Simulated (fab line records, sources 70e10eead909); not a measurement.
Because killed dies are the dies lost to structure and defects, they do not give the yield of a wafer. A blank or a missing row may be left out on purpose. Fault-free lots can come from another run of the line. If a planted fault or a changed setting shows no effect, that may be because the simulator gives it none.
fab line records | flow nand-harc | part 2 of 2: steps 27 to 38 of 38
[record] lots = 5 | wafers = 15 | last-day = 24
route steps=1159 shown P_BONDPAD@376 A_START@389 A_ZERO_WELL@390 A_SOURCE_PLATE@413
lots untouched by any fault: they come from a run of this same line in which no faults occurred
start-h: hours from the record's first day to the start of the lot's first wafer shown | wait-h: hours from the lot's prior step to this one | " identical to the entry in the row above | L1.1+2: several wafers, shown together as one row | - no value, or no start was given | * or withheld: withheld | < > ~ a bound
route shown NAME@n: NAME is a module with steps in the file, n the number in the route of the first one | usual: average and standard deviation across the fault-free wafers | same: alike in all rows | chamber/n: place in a boat | sites: the reading at each site | _std_site: standard deviation across them | _edge_site: the outer-site mean with the inner-site mean subtracted | radius-mm: how far each site lies from the wafer's centre | mask NAME#n: copy n | behind: the last tool/chamber to shape the wafer | hold: why the lot was held/for how many hours/how that ended | device: transistor that didn't switch, given as n, p or np | end of line: tests of these same wafers at the route's end | a step with no rows: only its recipe | killed: the dies lost at the first sort to structure and to defects; this is not the yield of the wafer | map: per-die view of a wafer (x killed, . not killed, _ where there is no die)
set.NAME: the setting as run; set.NAME@STEP: as run at that earlier step | model.NAME: the simulator's own value behind a step, which no gauge read
certain route steps with their lots: each step a table, each wafer a row
services: when a tool's chamber went out of use (start-h, in hours from the record's first day, below 0 if earlier), for how many hours, and the reason
[[steps]]
[step NHARC_A_ZERO_WELL_ETCH_19]
[recipe] target-depth-a = 800 | overetch-a = 240 | time-s = 87.88 | ion-energy-ev = 200 | n2-flow-sccm = 150 | h2-flow-sccm = 150 | ar-flow-sccm = 0 | rf-w = 400 | bias-w = 150 | chemistry = N2/H2
[usual] drypump-motor-current-A = 5.7/0.55 | oes-product-au = 1.004/0.0094 | rf-vpp-V = 429.1/2.5 | showerhead-plenum-p-Torr = 1.99/0.088 | throttle-valve-pct = 14.171/0.0094
lot.wafer | tool        | chamber | start-h | wait-h | drypump-motor-current-A | oes-product-au | rf-hours-counter-h | rf-vpp-V | showerhead-plenum-p-Torr | throttle-valve-pct
L076.2    | rie-diel-03 | 2       | 158.41  | 0.1    | 5.0                     | 1.008          | 5                  | 426.1    | 1.90                     | 14.159
L076.3    | "           | 0       | "       | "      | 5.4                     | 0.974          | 8                  | 432.1    | 2.07                     | 14.178
L076.5    | "           | 2       | "       | "      | 5.0                     | 1.005          | -                  | 426.9    | 1.90                     | 14.176
L081.2    | rie-diel-05 | 0       | 178.97  | 0.1    | 5.5                     | 0.997          | 0                  | 432.9    | 2.16                     | 14.184
L081.3    | "           | 2       | "       | "      | 5.8                     | 0.993          | 0                  | 427.5    | 1.95                     | 14.167
L081.6    | "           | 0       | "       | "      | 5.5                     | 1.000          | -                  | 434.1    | 2.16                     | 14.157
L091.2    | rie-diel-12 | 2       | 238.53  | 0.1    | 4.8                     | 1.005          | 2                  | 434.5    | 2.14                     | 14.165
L091.1    | "           | 0       | "       | "      | 6.7                     | 1.005          | 3                  | 427.0    | 1.92                     | 14.172
L091.6    | "           | 2       | "       | "      | 4.8                     | 1.013          | -                  | 432.6    | 2.14                     | 14.163
L094.1    | rie-diel-05 | 1       | 254.07  | 0.1    | 5.6                     | 0.991          | 5                  | 431.8    | 2.00                     | 14.166
L094.6    | "           | 0       | "       | "      | 5.5                     | 0.997          | -                  | 434.1    | 2.16                     | 14.178
L094.5    | "           | 1       | "       | "      | 5.6                     | 0.994          | -                  | 428.9    | 2.00                     | 14.165
L097.1    | rie-diel-05 | 3       | 272.96  | 0.1    | 6.4                     | 0.999          | 7                  | 427.4    | 1.90                     | 14.172
L097.2    | "           | 1       | "       | "      | 5.6                     | 0.992          | 5                  | 430.3    | 2.00                     | 14.192
L097.4    | "           | 2       | "       | "      | 5.8                     | 1.014          | 6                  | 426.7    | 1.95                     | 14.159
[step NHARC_A_ZERO_WELL_ETCH_13]
[recipe] target-depth-a = 1200 | time-s = 40.1 | hbr-flow-sccm = 150 | cl2-flow-sccm = 50 | rf-w = 400 | icp-w = 400 | bias-w = 100 | chemistry = HBr/Cl2
[usual] drypump-motor-current-A = 5.8/0.46 | oes-product-au = 1.004/0.0095 | throttle-valve-pct = 26.405/0.0087
lot.wafer | tool      | chamber | start-h | wait-h | drypump-motor-current-A | oes-product-au | rf-hours-counter-h | throttle-valve-pct
L076.3    | rie-si-06 | 2       | 158.54  | -      | 5.5                     | 1.013          | 1.2                | 26.399
L076.2    | "         | 0       | "       | "      | 5.6                     | 1.022          | 1.1                | 26.405
L076.5    | "         | 2       | "       | "      | 5.5                     | 1.007          | -                  | 26.408
L081.3    | rie-si-02 | 3       | 179.10  | -      | 5.0                     | 0.994          | 0.9                | 26.408
L081.2    | "         | 0       | "       | "      | 5.3                     | 1.021          | 0.9                | 26.400
L081.6    | "         | 2       | "       | "      | 6.3                     | 1.005          | -                  | 26.407
L091.1    | rie-si-02 | 3       | 238.65  | -      | 5.0                     | 0.993          | 0.2                | 26.400
L091.2    | "         | 2       | "       | "      | 6.3                     | 1.007          | 0.1                | 26.415
L091.6    | "         | 0       | "       | "      | 5.3                     | 1.003          | -                  | 26.408
L094.1    | rie-si-03 | 2       | 254.18  | -      | 6.3                     | 0.998          | 0.7                | 26.405
L094.5    | "         | 2       | "       | "      | 6.3                     | 1.013          | -                  | 26.395
L094.6    | "         | 3       | "       | "      | 5.5                     | 1.011          | -                  | 26.406
L097.4    | rie-si-02 | 0       | 273.08  | -      | 5.3                     | 1.025          | 0.4                | 26.407
L097.1    | "         | 1       | "       | "      | 6.3                     | 1.011          | 0.3                | 26.403
L097.2    | "         | 2       | "       | "      | 6.4                     | 1.033          | 0.4                | 26.409
[step NHARC_A_ZERO_WELL_STRIP_14]
[recipe] time-s = 900 | temp-c = 130 | chemistry = SPM
lot.wafer  | tool         | chamber | start-h | wait-h
L076.2+3+5 | wet-bench-07 | 4,6,7   | 158.68  | -
L081.3+6+2 | wet-bench-09 | 5,1,2   | 179.26  | -
L091.1+2+6 | wet-bench-07 | 4,6,0   | 238.80  | -
L094.5+1+6 | wet-bench-09 | 6,7,1   | 254.34  | -
L097.2+4+1 | wet-bench-03 | 3,4,7   | 273.24  | -
[step NHARC_A_ZERO_WELL_IMPLANT_15]
[recipe] energy-kev = 150 | dose-cm2 = 1e+13 | tilt-deg = 7
lot.wafer  | tool         | chamber | start-h | wait-h
L076.2+3+5 | implanter-01 | 0       | 159.39  | 0.4
L081.2+3+6 | implanter-01 | 0       | 179.69  | 0.1
L091.1+2+6 | implanter-01 | 0       | 239.20  | 0.1
L094.1+5+6 | implanter-01 | 0       | 254.74  | 0.1
L097.1+2+4 | implanter-02 | 0       | 273.80  | 0.2
[step NHARC_A_ZERO_WELL_PRECLEAN_22]
[recipe] time-s = 60 | temp-c = 50 | bath-age-min = 0 | chemistry = SC1
lot.wafer  | tool         | chamber | start-h | wait-h
L076.2+3+5 | wet-bench-03 | 5,6,0   | 159.58  | 0.2
L081.3+6+2 | wet-bench-09 | 6,7,2   | 179.87  | 0.1
L091.2+1+6 | wet-bench-09 | 2,5,7   | 239.41  | 0.2
L094.1+6+5 | wet-bench-07 | 6,7,0   | 254.96  | 0.2
L097.2+4+1 | wet-bench-09 | 3,6,7   | 274.02  | 0.2
[step NHARC_A_ZERO_WELL_SRD_23]
lot.wafer  | tool         | chamber | start-h | wait-h
L076.2+3+5 | wet-bench-03 | 5,6,0   | -       | -
L081.3+6+2 | wet-bench-09 | 6,7,2   | -       | -
L091.2+1+6 | wet-bench-09 | 2,5,7   | -       | -
L094.1+6+5 | wet-bench-07 | 6,7,0   | -       | -
L097.2+4+1 | wet-bench-09 | 3,6,7   | -       | -
[step NHARC_A_ZERO_WELL_RTA_16]
[recipe] temp-c = 1000 | time-s = 10
[usual] lamp-power-pct = 34.4/1.2 | wafer_temp_C_max = 1004.9/1.7
lot.wafer | tool          | chamber | start-h | wait-h | lamp-power-pct | wafer_temp_C_max
L076.2    | rtp-anneal-01 | 0       | 159.74  | -      | 33.3           | 1002.8
L076.3    | "             | 0       | "       | "      | 33.3           | 1002.4
L076.5    | "             | 0       | "       | "      | 33.4           | 1005.9
L081.2    | rtp-anneal-02 | 0       | 180.04  | -      | 35.8           | 1007.2
L081.3    | "             | 0       | "       | "      | 35.7           | 1007.9
L081.6    | "             | 0       | "       | "      | 35.8           | 1004.8
L091.1    | rtp-anneal-01 | 0       | 239.55  | -      | 33.4           | 1002.9
L091.2    | "             | 0       | "       | "      | 33.4           | 1004.7
L091.6    | "             | 0       | "       | "      | 33.3           | 1005.4
L094.1    | rtp-anneal-01 | 0       | 255.09  | -      | 33.3           | 1003.2
L094.5    | "             | 0       | "       | "      | 33.3           | 1004.4
L094.6    | "             | 0       | "       | "      | 33.3           | 1004.0
L097.1    | rtp-anneal-02 | 0       | 274.16  | -      | 35.7           | 1006.3
L097.2    | "             | 0       | "       | "      | 35.8           | 1005.8
L097.4    | "             | 0       | "       | "      | 35.8           | 1007.0
[step NHARC_A_ZERO_WELL_INSPECT_17]
[usual] raw-defect-count = 12/6.3
lot.wafer | tool              | chamber | start-h | wait-h | raw-defect-count
L076.2    | defect-inspect-01 | -       | 159.91  | 0.1    | 18
L076.3    | "                 | -       | "       | "      | 8
L076.5    | "                 | -       | "       | "      | 3
L081.2    | defect-inspect-02 | -       | 180.21  | 0.1    | 7
L081.3    | "                 | -       | "       | "      | 8
L081.6    | "                 | -       | "       | "      | 13
L091.1    | defect-inspect-02 | -       | 239.75  | 0.2    | 7
L091.2    | "                 | -       | "       | "      | 8
L091.6    | "                 | -       | "       | "      | 7
L094.1    | defect-inspect-02 | -       | 255.29  | 0.2    | 25
L094.5    | "                 | -       | "       | "      | 14
L094.6    | "                 | -       | "       | "      | 12
L097.1    | defect-inspect-02 | -       | 274.36  | 0.2    | 7
L097.2    | "                 | -       | "       | "      | 11
L097.4    | "                 | -       | "       | "      | 12
[step NHARC_A_SOURCE_PLATE_PRECLEAN_00]
[recipe] time-s = 60 | chemistry = HF-LAST
lot.wafer  | tool         | chamber | start-h | wait-h
L076.5+3+2 | wet-bench-04 | 4,7,0   | 159.97  | 0.1
L081.6+3+2 | wet-bench-01 | 2,3,4   | 180.27  | 0.1
L091.1+6+2 | wet-bench-02 | 7,3,4   | 239.80  | 0.1
L094.1+5+6 | wet-bench-01 | 5,0,2   | 255.34  | 0.1
L097.1+2+4 | wet-bench-04 | 0,2,4   | 274.41  | 0.1
[step NHARC_A_SOURCE_PLATE_SRD_01]
lot.wafer  | tool         | chamber | start-h | wait-h
L076.5+3+2 | wet-bench-04 | 4,7,0   | -       | -
L081.6+3+2 | wet-bench-01 | 2,3,4   | -       | -
L091.1+6+2 | wet-bench-02 | 7,3,4   | -       | -
L094.1+5+6 | wet-bench-01 | 5,0,2   | -       | -
L097.1+2+4 | wet-bench-04 | 0,2,4   | -       | -
[step NHARC_A_SOURCE_PLATE_OXIDE_02]
[recipe] target-thk-a = 100 | temp-c = 900 | ox-time-s = 1362 | material = SiO2
[usual] zone-power-bottom-pct = 28.9/0.49
[same] ox-time-s = 1362
lot.wafer | tool       | chamber | start-h | wait-h | zone-power-bottom-pct
L076.2    | furnace-07 | 0       | 163.27  | -      | 28.9
L076.3    | "          | 0       | "       | "      | 29.0
L076.5    | "          | 0       | "       | "      | 28.6
L081.2    | furnace-04 | 0       | 183.26  | -      | 28.1
L081.3    | "          | 0       | "       | "      | 28.2
L081.6    | "          | 0       | "       | "      | 28.5
L091.1    | furnace-07 | 0       | 245.10  | -      | 29.0
L091.2    | "          | 0       | "       | "      | 29.4
L091.6    | "          | 0       | "       | "      | 29.0
L094.1    | furnace-07 | 0       | 261.86  | -      | 28.8
L094.5    | "          | 0       | "       | "      | 29.2
L094.6    | "          | 0       | "       | "      | 28.9
L097.1    | furnace-07 | 0       | 277.66  | -      | 28.6
L097.2    | "          | 0       | "       | "      | 29.0
L097.4    | "          | 0       | "       | "      | 28.8
[step NHARC_A_SOURCE_PLATE_THK_MEAS_09]
[recipe] thk-meas-gauge = ellipsometry
[usual] thk-nm = 9.4/0.96
lot.wafer | tool          | chamber | start-h | wait-h | thk-nm
L076.2    | film-metro-01 | -       | 167.28  | 0.4    | 8.7
L076.3    | "             | -       | "       | "      | 9.2
L076.5    | "             | -       | "       | "      | 10.7
L081.2    | film-metro-01 | -       | 187.28  | 0.4    | 11.1
L081.3    | "             | -       | "       | "      | 7.8
L081.6    | "             | -       | "       | "      | 8.8
L091.1    | film-metro-01 | -       | 249.14  | 0.4    | 9.5
L091.2    | "             | -       | "       | "      | 8.2
L091.6    | "             | -       | "       | "      | 8.9
L094.1    | film-metro-02 | -       | 265.93  | 0.4    | 10.1
L094.5    | "             | -       | "       | "      | 9.5
L094.6    | "             | -       | "       | "      | 10.5
L097.1    | film-metro-01 | -       | 281.78  | 0.4    | 9.5
L097.2    | "             | -       | "       | "      | 9.6
L097.4    | "             | -       | "       | "      | 8.9
[[services]]
tool           | chamber | start-h | hours | kind
wet-bench-03   | -       | 132.04  | 2.2   | repair
wet-bench-03   | -       | 135.97  | 1.6   | repair
wet-bench-03   | -       | 146.40  | 8.0   | pm
rie-diel-02    | -       | 150.70  | 9.0   | pm
pvd-sputter-01 | -       | 158.02  | 10.0  | pm
wet-bench-10   | -       | 160.65  | 3.3   | repair
wet-bench-04   | -       | 163.20  | 8.0   | pm
rie-diel-05    | -       | 163.60  | 9.0   | pm
litho-track-02 | -       | 165.00  | 7.0   | pm
rie-diel-05    | 0       | 188.23  | 3.9   | repair
litho-track-03 | -       | 213.01  | 7.0   | pm
wet-bench-01   | -       | 213.60  | 8.0   | pm
rie-diel-02    | -       | 215.47  | 0.5   | repair
implanter-01   | -       | 220.21  | 2.1   | repair
wet-bench-08   | -       | 230.40  | 8.0   | pm
litho-track-05 | -       | 237.00  | 7.0   | pm
rie-diel-02    | 2       | 245.83  | 1.2   | repair
wet-bench-10   | -       | 247.20  | 8.0   | pm
rie-diel-02    | 1       | 248.31  | 1.5   | repair
pvd-sputter-01 | -       | 256.19  | 12.6  | repair
rie-diel-02    | 1       | 259.32  | 3.5   | repair
implanter-01   | -       | 266.00  | 13.0  | pm
wet-bench-07   | -       | 272.02  | 8.0   | pm
ecd-cu-01      | -       | 272.10  | 8.0   | pm
